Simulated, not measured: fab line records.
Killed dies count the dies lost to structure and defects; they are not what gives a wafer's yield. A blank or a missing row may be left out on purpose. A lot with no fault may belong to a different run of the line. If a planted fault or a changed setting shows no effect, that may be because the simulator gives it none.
A lot that was struck, set against a sound lot :: flow n5-finfet :: 23 steps out of a route of 1938
Sound: these wafers, L703.1, L703.2, L703.3. Struck: wafers L712.1, L712.6. (L712.4 of the same lot was not struck and is left out.) The cause comes at the end.
For every step that has rows: the tool of each side, followed by ch and its chambers, followed by its first start. Under that, the readings that differ: sound wafers :: struck wafers :: difference of the means :: sigmas: that difference in standard deviations of wafers without a fault.
alike: words and numbers the same on both sides, and readings whose means are apart by under 2 such deviations; not compared: readings that were withheld, readings missing a value for some wafer, numbers with overlapping values and no deviation given by the record, and bounds like >300 which may hide the same value.
Wherever a step has rows on one side only, a row that says differs or no value, or a row with sigmas, the two part there. Numbers that don't overlap but have no deviation are shown without sigmas and don't part them. A reading missing from all wafers of one side parts the sides only when that side holds two or more wafers.

first, 1 step without rows for these wafers: N5_WELL_APT_HARDBAKE_12 (time 120 s).
N5_WELL_APT_CD_MEAS_08 targets a cd of 200 nm.
  sound on cd-sem-01 ch 0, day 1 13:49; struck on cd-sem-02 ch 0, day 3 19:34
reading: cd-nm (nm)
sound: 197.2 197.5 195.5
struck: 201.7 198.6
difference: +3.4
sigmas: +2
N5_WELL_APT_OVL_MEAS_09:
  sound on overlay-02 ch 0, day 1 13:50; struck on overlay-02 ch 0, day 3 19:35
  alike: NWELL_OVL
N5_WELL_APT_INSPECT_10: inspects for defects (macro).
  sound: defect-inspect-02 at day 1 13:52; struck: defect-inspect-02 at day 3 19:37
  alike: raw-defect-count
N5_WELL_APT_DESCUM_13: chemistry O2, time 7.9 s.
  sound on rie-diel-04 ch 0,2,3, day 1 13:54; struck on rie-diel-03 ch 0,1, day 3 19:50
  alike: drypump-motor-current-A, oes-product-au, rf-vpp-V, showerhead-plenum-p-Torr, temp-c, throttle-valve-pct
  not compared: rf-hours-counter-h
then, 7 steps without rows for these wafers: N5_WELL_APT_IMPLANT_14; N5_WELL_APT_IMPLANT_15; N5_WELL_APT_STRIP_16 (strips in SPM, time 900 s); N5_WELL_APT_HMDS_18 (time 60 s); N5_WELL_APT_COAT_19 (resist thk 950 nm); N5_WELL_APT_EBR_21; N5_WELL_APT_SOFTBAKE_20 (time 60 s).
N5_WELL_APT_EXPOSE_22: exposes mask PWELL, defocus 0 nm, target cd 200 nm.
  sound on krf-scanner-01 ch 0, day 1 14:46; struck on krf-scanner-02 ch 0, day 3 20:49
  alike: mask
then, 3 steps without rows for these wafers: N5_WELL_APT_PEB_23 (peb time 90 s); N5_WELL_APT_DEVELOP_24 (develop time 45 s); N5_WELL_APT_HARDBAKE_29 (time 120 s).
N5_WELL_APT_CD_MEAS_25 targets a cd of 200 nm.
  sound on cd-sem-02 ch 0, day 1 14:56; struck on cd-sem-02 ch 0, day 3 20:59
reading: cd-nm (nm)
sound: 196.1 201.7 199.9
struck: 183.9 182.1
difference: -16.2
sigmas: -10
N5_WELL_APT_OVL_MEAS_26:
  sound on overlay-02 ch 0, day 1 14:58; struck on overlay-01 ch 0, day 3 21:01
  alike: PWELL_OVL
N5_WELL_APT_INSPECT_27: inspects for defects (macro).
  sound: defect-inspect-01 at day 1 14:59; struck: defect-inspect-02 at day 3 21:02
  alike: raw-defect-count
N5_WELL_APT_DESCUM_30: chemistry O2, time 7.9 s.
  sound on rie-diel-04 ch 1,2,3, day 1 15:04; struck on rie-diel-05 ch 1,2, day 3 21:11
reading: rf-vpp-V (V)
sound: 242.1 244.6 244.0
struck: 240.1 240.6
difference: -3.2
sigmas: -2

reading: model.WELL_APT.cd-nm (nm)
sound: 196.3 201.4 199.8
struck: 184.2 181.8
difference: -16.2
sigmas: 
  alike: drypump-motor-current-A, oes-product-au, showerhead-plenum-p-Torr, temp-c, throttle-valve-pct
  not compared: rf-hours-counter-h
after that, 1 step had no rows for these wafers: N5_WELL_APT_IMPLANT_31.
-- a jump in the record: the struck wafers' starts before and after are 6 days apart (it breaks off in module WELL_APT and resumes in module BEOL_M4, where the first step shown is number 1111 of the route) --
N5_BEOL_M4_RC_MEAS_101:
  sound on prober-02 ch 0, day 7 22:05; struck on prober-01 ch 0, day 10 03:45
  alike: DIBL_N, DIBL_P, IOFF_N, IOFF_P, ION_N, ION_P, SS_N, SS_P, VT_N, VT_P
-- here the record skips 4 days between the struck wafers' starts before and after, leaving off in module BEOL_M4 and picking up in module PASSIVATION (first step shown: number 1936 of the route) --
N5_PASSIVATION_PROBE_49:
  sound: prober-02 at day 12 01:20; struck: prober-01 at day 14 06:51
  alike: defect-limited-yield, killed_at_M0_to_M3, killed_at_M4_up, killed-at-contacts, killed-at-front-end, killed-at-other, killed-dies, killed-open, killed-short, sort_bin_5_function, sort_bin_6_memory, sort_bin_8_speed, sort-n-pass, sort-yield-pct

## WHERE THEY PART
Last at N5_WELL_APT_DESCUM_30 as far as this record goes, first at N5_WELL_APT_CD_MEAS_08. Later steps at which nothing parts them and some readings are alike: N5_BEOL_M4_RC_MEAS_101, N5_PASSIVATION_PROBE_49.

WHY: what had been put in by the simulator
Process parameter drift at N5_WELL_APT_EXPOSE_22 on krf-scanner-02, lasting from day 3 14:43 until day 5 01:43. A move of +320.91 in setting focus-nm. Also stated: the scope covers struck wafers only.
